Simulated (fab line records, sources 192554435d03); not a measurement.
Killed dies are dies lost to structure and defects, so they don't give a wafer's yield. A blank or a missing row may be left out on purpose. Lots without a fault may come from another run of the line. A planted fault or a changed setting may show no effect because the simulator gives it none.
Which tool did it? | flow n5_finfet | 6 lots, 15 wafers sampled, at 2 steps of a route of 1938

WHAT THE GAUGES READ, wafer by wafer
N5_FIN_SAQP_CD_MEAS_27: target cd 20 nm.
lot  | measured    | on        | cd_nm (nm)
L324 | day 2 13:28 | cd_sem-03 | 20.27 20.55 20.24
L327 | day 3 06:28 | cd_sem-03 | 20.65 20.34
L333 | day 4 21:04 | cd_sem-01 | 20.67 20.09 20.66
L336 | day 5 12:38 | cd_sem-01 | 20.51 20.52
L339 | day 6 07:02 | cd_sem-03 | 20.34 20.32
L345 | day 7 18:37 | cd_sem-01 | 20.20 20.34 19.95

WHICH TOOL RAN EACH LOT (tool, then ch and the chambers of the sampled wafers, then the start)
lot  | N5_FIN_SAQP_MANDREL1_REMOVE_56
L324 | rie_si-04 ch 1,2,3, day 2 13:21
L327 | rie_si-04 ch 1,3, day 3 06:21
L333 | rie_si-03 ch 0,1,2, day 4 20:58
L336 | rie_si-03 ch 1,3, day 5 12:32
L339 | rie_si-05 ch 0,3, day 6 06:55
L345 | rie_si-04 ch 0,1,3, day 7 18:31
- N5_FIN_SAQP_MANDREL1_REMOVE_56: chemistry HBr/Cl2/O2, target a-Si, stops on SiNx, bt time 10 s.

THE ANSWER, worked out from the rows above alone
Rule: what is usual is taken from the lots themselves. Put in order of their means at a reading, lots are off if they are a third of the lots or fewer, leave a main group of 4 or more, and stand apart from it by a gap of 3 or more times the standard deviation of the main group's means; of several such gaps the widest counts. A main group whose means are all the same, to the digits that the tables above print for the reading, isn't used. A lot without any number at a reading at which 4 lots or more have one is off too. The other lots that the step has rows for count as sound.
No lot is off at any reading shown: from this, nothing can be told.

WHAT THE SIMULATOR HAD PUT IN
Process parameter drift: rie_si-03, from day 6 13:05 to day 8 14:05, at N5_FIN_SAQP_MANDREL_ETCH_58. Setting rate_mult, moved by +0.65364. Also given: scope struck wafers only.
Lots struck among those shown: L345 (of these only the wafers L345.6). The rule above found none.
